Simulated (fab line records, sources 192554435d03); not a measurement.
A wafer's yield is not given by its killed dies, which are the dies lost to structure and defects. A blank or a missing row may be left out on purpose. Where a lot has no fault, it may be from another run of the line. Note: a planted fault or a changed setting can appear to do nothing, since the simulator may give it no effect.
A lot that was struck, set against a sound lot -- flow n5Finfet -- 15 out of 1938 route steps
Sound: wafers L340.1, L340.3, L340.4. Struck: wafer L355.1 (L355.3, L355.5, from the same lot, were not struck and are left out); the cause is given at the end.
Per side, at each step with rows, come the tool, then ch with its chambers, and then its first start. Under that, the readings that differ: sound wafers -- struck wafers -- difference of the means -- sigmas: that difference in standard deviations of wafers without a fault.
alike: words and numbers the same on both sides, and readings whose means are apart by under 2 such deviations; not compared: readings that were withheld, readings missing a value for some wafer, numbers with overlapping values and no deviation given by the record, and bounds like >300 which may hide the same value.
Wherever a step has rows on one side only, a row that says differs or no value, or a row with sigmas, the two part there. Non-overlapping numbers with no deviation appear without sigmas and do not part them. A reading that every wafer of one side lacks parts them only if that side has two wafers or more.

first, 8 steps without rows for these wafers: N5_PASSIVATION_HMDS_37 (time 60 s); N5_PASSIVATION_COAT_38; N5_PASSIVATION_EBR_40; N5_PASSIVATION_SOFTBAKE_39 (time 120 s); N5_PASSIVATION_EXPOSE_41 (exposes mask PASS OPEN, defocus 0 nm, target cd 40000 nm); N5_PASSIVATION_PEB_42; N5_PASSIVATION_DEVELOP_43 (develop time 60 s); N5_PASSIVATION_HARDBAKE_45 (time 120 s).
N5_PASSIVATION_CD_MEAS_44: the cd target is 40000 nm.
  sound on cdSem-01 ch 0, day 13 00:52; struck on cdSem-03 ch 0, day 16 00:02
  alike: cdNm
N5_PASSIVATION_OVL_MEAS_66:
  sound on overlay-01 ch 0, day 13 00:54; struck on overlay-02 ch 0, day 16 00:04
  alike: PASS_OPEN_OVL
N5_PASSIVATION_INSPECT_67: inspects for defects (macro).
  sound on defectInspect-02 at day 13 00:55; struck on defectInspect-02 at day 16 00:05
  alike: rawDefectCount
N5_PASSIVATION_DESCUM_46: chemistry O2, time 7.9 s.
  sound on rieDiel-04 ch 0,2,3, day 13 00:58; struck on rieDiel-04 ch 1, day 16 00:07
  alike: chamberPressureMTorr, drypumpMotorCurrentA, oesProductAu, rfVppV, showerheadPlenumPTorr, throttleValvePct
  not compared: rfHoursCounterH
N5_PASSIVATION_PASS_ETCH_47: etches SiNx in CF4/O2, target depth 770 nm, time 385 s.
  sound on rieDiel-04 ch 0,2,3, day 13 01:00; struck on rieDiel-04 ch 1, day 16 00:10
reading,sound,struck,difference,sigmas
model.etch.depthNm (nm),736.2 765.1 771.4,1013,+255,
  alike: chamberPressureMTorr, drypumpMotorCurrentA, oes_ar_750_au, oesProductAu, rfVppV, showerheadPlenumPTorr, throttleValvePct
  not compared: rfHoursCounterH
N5_PASSIVATION_ETCH_54: etches SiO2 in CHF3/O2, target depth 880 nm, time 440 s.
  sound on rieDiel-04 ch 0,2,3, day 13 01:14; struck on rieDiel-04 ch 1, day 16 00:23
  alike: chamberPressureMTorr, drypumpMotorCurrentA, oes_ar_750_au, oesProductAu, rfVppV, showerheadPlenumPTorr, throttleValvePct
  not compared: rfHoursCounterH
N5_PASSIVATION_PROBE_49:
  sound on prober-02 at day 13 04:01; struck on prober-01 at day 16 03:11
reading,sound,struck,difference,sigmas
killed_at_M4_up,22 21 15,6,-13,-2
  alike: defectLimitedYield, killed_at_M0_to_M3, killedAtContacts, killedAtFrontEnd, killedAtOther, killedDies, killedOnRim, killedOpen, killedShort, sort_bin_5_function, sort_bin_6_memory, sortNPass, sortYieldPct

WHERE THEY PART
Only at N5_PASSIVATION_PROBE_49, within this record.

WHY: the cause the simulator had injected
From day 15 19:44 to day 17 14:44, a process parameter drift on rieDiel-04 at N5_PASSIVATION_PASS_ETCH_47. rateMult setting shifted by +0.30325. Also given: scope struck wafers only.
